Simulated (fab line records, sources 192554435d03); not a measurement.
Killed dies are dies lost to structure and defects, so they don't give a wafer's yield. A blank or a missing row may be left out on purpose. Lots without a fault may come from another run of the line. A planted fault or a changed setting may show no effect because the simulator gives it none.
Which tool did it? | flow n5_finfet | 9 lots, 27 wafers sampled, at 3 steps of a route of 1938

WHAT THE GAUGES READ, wafer by wafer
N5_HKMG_FIN_CD_MEAS_12: target cd 92.8 nm.
lot  | measured    | on        | cd_nm (nm)
L315 | day 4 07:19 | cd_sem-03 | 93.5 93.1 93.3
L316 | day 4 12:20 | cd_sem-01 | 93.0 92.3 92.8
L317 | day 4 16:52 | cd_sem-01 | 92.9 93.0 93.0
L320 | day 5 11:47 | cd_sem-02 | 93.0 92.7 91.8
L325 | day 6 21:59 | cd_sem-02 | 92.9 92.3 92.7
L326 | day 7 05:04 | cd_sem-02 | 92.4 92.9 93.0
L331 | day 8 03:52 | cd_sem-03 | 92.6 88.5 92.6
L332 | day 8 10:29 | cd_sem-02 | 92.7 92.1 93.0
L334 | day 9 02:09 | cd_sem-03 | 92.7 93.1 92.7

WHICH TOOL RAN EACH LOT (tool, then ch and the chambers of the sampled wafers, then the start)
lot  | N5_HKMG_FIN_ETCH_54               | N5_HKMG_FIN_PEB_10
L315 | rie_diel-02 ch 0,1,3, day 4 04:12 | litho_track-01 ch 0, day 4 07:15
L316 | rie_diel-06 ch 0,1, day 4 08:53   | litho_track-04 ch 0, day 4 12:17
L317 | rie_diel-06 ch 1,2,3, day 4 13:33 | litho_track-02 ch 0, day 4 16:48
L320 | rie_diel-05 ch 1,2, day 5 08:32   | litho_track-01 ch 0, day 5 11:44
L325 | rie_diel-05 ch 0,1,3, day 6 18:38 | litho_track-02 ch 0, day 6 21:55
L326 | rie_diel-06 ch 0,1,3, day 7 01:44 | litho_track-04 ch 0, day 7 04:59
L331 | rie_diel-02 ch 0,1,3, day 8 00:06 | litho_track-02 ch 0, day 8 03:47
L332 | rie_diel-02 ch 0,2,3, day 8 07:16 | litho_track-01 ch 0, day 8 10:26
L334 | rie_diel-02 ch 0,2, day 8 22:53   | litho_track-01 ch 0, day 9 02:05
- N5_HKMG_FIN_ETCH_54: etches SiARC in CF4, target depth 45.5 nm, time 75.8 s.
- N5_HKMG_FIN_PEB_10: peb time 60 s.

THE ANSWER, worked out from the rows above alone
Rule: what is usual is taken from the lots themselves. Put in order of their means at a reading, lots are off if they are a third of the lots or fewer, leave a main group of 4 or more, and stand apart from it by a gap of 3 or more times the standard deviation of the main group's means; of several such gaps the widest counts. A main group whose means are all the same, to the digits that the tables above print for the reading, isn't used. A lot without any number at a reading at which 4 lots or more have one is off too. The other lots that the step has rows for count as sound.
Off: L331, at N5_HKMG_FIN_CD_MEAS_12 (cd_nm). The main group: mean 92.8 nm, standard deviation 0.24.
A tool fits if, at a process step before that reading, it ran every lot that is off, and no sound lot after the first of them. The gauges at N5_HKMG_FIN_CD_MEAS_12 are tried like those tools. One fits: litho_track-02 at N5_HKMG_FIN_PEB_10. Its last sound lot is L325 (day 6 21:55), its first lot that is off L331 (day 8 03:47): a fault that began between those two fits.

WHAT THE SIMULATOR HAD PUT IN
Process parameter drift: litho_track-02, from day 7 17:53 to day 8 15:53, at N5_HKMG_FIN_PEB_10. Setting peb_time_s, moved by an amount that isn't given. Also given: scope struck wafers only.
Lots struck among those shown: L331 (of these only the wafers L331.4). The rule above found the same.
